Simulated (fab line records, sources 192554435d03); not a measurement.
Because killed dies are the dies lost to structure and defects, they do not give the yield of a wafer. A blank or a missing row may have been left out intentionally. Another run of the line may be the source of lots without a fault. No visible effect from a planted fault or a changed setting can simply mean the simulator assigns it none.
Comparing a struck lot with a sound one / flow n5_finfet / 15 steps out of a route of 1938
Sound: the wafers L217.2, L217.4, L217.5. Struck: wafer L227.4 (L227.5, L227.6, from the same lot, were not struck and are left out); the cause is given at the end.
Order at every step that has rows: each side's tool, ch and its chambers, its first start. Under that, the readings that differ: sound wafers / struck wafers / difference of the means / sigmas: that difference in standard deviations of wafers without a fault.
alike: a reading whose means differ by less than 2 such deviations, as well as words and numbers matching on both sides. not compared: withheld readings; readings where some wafer has no value; bounds like >300 that might hide an equal value; numbers whose values overlap and for which the record gives no deviation.
A row with sigmas, a row that says differs or no value, or rows on one side alone: a step with any of these is where the two part. When numbers do not overlap yet have no deviation, they are printed without sigmas and do not part them. Lack of a reading on every wafer of one side parts them only where that side has two or more wafers.

N5_HKMG_FIN_STRIP_93: strips SOC in N2/H2, time 20 s.
  sound on rie_diel-05 ch 0,3, day 4 06:26; struck on rie_diel-05 ch 3, day 6 17:28
reading=oes_product_au (a.u.); sound=0.64 0.82 0.65; struck=0.95; difference=+0.25; sigmas=+3
reading=temp_c (C); sound=40.19 40.15 40.07; struck=39.85; difference=-0.29; sigmas=-2
  alike: drypump_motor_current_A, rf_vpp_V, showerhead_plenum_p_Torr, throttle_valve_pct
  not compared: rf_hours_counter_h
then, 1 step without rows for these wafers: N5_HKMG_FIN_WET_ETCH_76 (etches Al2O3 in dNH4OH, stops on La2O3, target depth 2.25 nm, rinse time 30 s).
N5_HKMG_FIN_STRIP_60: strips in N2/H2, time 360 s.
  sound on plasma_asher-01 ch 0,1, day 4 06:35; struck on plasma_asher-02 ch 1, day 6 17:45
reading=drypump_motor_current_A (A); sound=5.24 5.53 5.54; struck=5.84; difference=+0.40; sigmas=+2
  alike: heater_power_w, temp_c
  not compared: rf_hours_counter_h
then, 2 steps without rows for these wafers: N5_HKMG_FIN_WET_ETCH_77 (etches La2O3 in dHCl, stops on HfO2, target depth 2 nm); N5_HKMG_FIN_WET_ETCH_78 (etches Al2O3 in dNH4OH, stops on La2O3, target depth 4.5 nm, rinse time 30 s).
N5_HKMG_FIN_ALD_79: deposits TiN, target thk 1.5 nm, pulse time 1 s, purge time 3 s.
  sound on ald_metal-04 ch 2,3, day 4 07:04; struck on ald_metal-04 ch 0, day 6 18:07
  alike: heater_power_w, precursor_pulse_height_rel
  not compared: ald_cycles
N5_HKMG_FIN_CVD_62: deposits a-Si from Si2H6, target thk 3 nm, time 20.8 s.
  sound on thermal_cvd_si-01 ch 0,1,2, day 4 07:26; struck on thermal_cvd_si-01 ch 1, day 6 18:32
  alike: heater_power_w
then, 5 steps without rows for these wafers: N5_HKMG_FIN_RTA_80 (time 2 s); N5_HKMG_FIN_PRECLEAN_64 (cleans in dHF, time 30 s); N5_HKMG_FIN_WET_ETCH_65 (etches a-Si in TMAH, stops on TiN, time 49 s, target depth 3 nm); N5_HKMG_FIN_WET_ETCH_81 (etches TiN in SC1, stops on HfO2, time 57 s, target depth 6 nm); N5_HKMG_FIN_WET_ETCH_82 (etches La2O3 in dHCl, stops on HfO2, target depth 2 nm, rinse time 30 s).
N5_HKMG_FIN_ALD_36: deposits TiN, target thk 1 nm, pulse time 1 s, purge time 3 s.
  sound on ald_metal-03 ch 0,3, day 4 07:50; struck on ald_metal-03 ch 1, day 6 18:53
reading=ald_cycles; sound=47 47 47; struck=50; difference=+3; sigmas=
  alike: heater_power_w, precursor_pulse_height_rel
N5_HKMG_FIN_THK_MEAS_70: measures by xrf.
  sound on film_metro-01, day 4 08:07; struck on film_metro-01, day 6 19:10
  alike: HK_THK
-- the record jumps here: 6 days lie between the struck wafers' starts before and after (it left off in module HKMG_FIN and takes up again in module BEOL_M4, whose first step shown is number 1111 of the route) --
N5_BEOL_M4_RC_MEAS_101:
  sound on prober-02 ch 0, day 10 12:13; struck on prober-02 ch 0, day 13 06:49
reading=DIBL_N (mV/V); sound=37.6 37.6 38.0; struck=28.1; difference=-9.6; sigmas=-4
reading=DIBL_P (mV/V); sound=40 40 40; struck=29; difference=-11; sigmas=-4
reading=IOFF_N (nA/um); sound=0.20 0.21 0.19; struck=0.07; difference=-0.13; sigmas=-2
reading=ION_N (uA/um); sound=665 683 658; struck=629; difference=-40; sigmas=-3
reading=SS_N (mV/dec); sound=71.6 71.7 72.0; struck=69.9; difference=-1.9; sigmas=-3
reading=SS_P (mV/dec); sound=74.2 73.8 74.0; struck=71.6; difference=-2.4; sigmas=-3
reading=VT_N (mV); sound=248 244 246; struck=261; difference=+15; sigmas=+3
  alike: IOFF_P, ION_P, VT_P

== WHERE THEY PART ==
At N5_HKMG_FIN_STRIP_93 first; at N5_BEOL_M4_RC_MEAS_101 last (within this record only).

WHY: whatever the simulator had introduced
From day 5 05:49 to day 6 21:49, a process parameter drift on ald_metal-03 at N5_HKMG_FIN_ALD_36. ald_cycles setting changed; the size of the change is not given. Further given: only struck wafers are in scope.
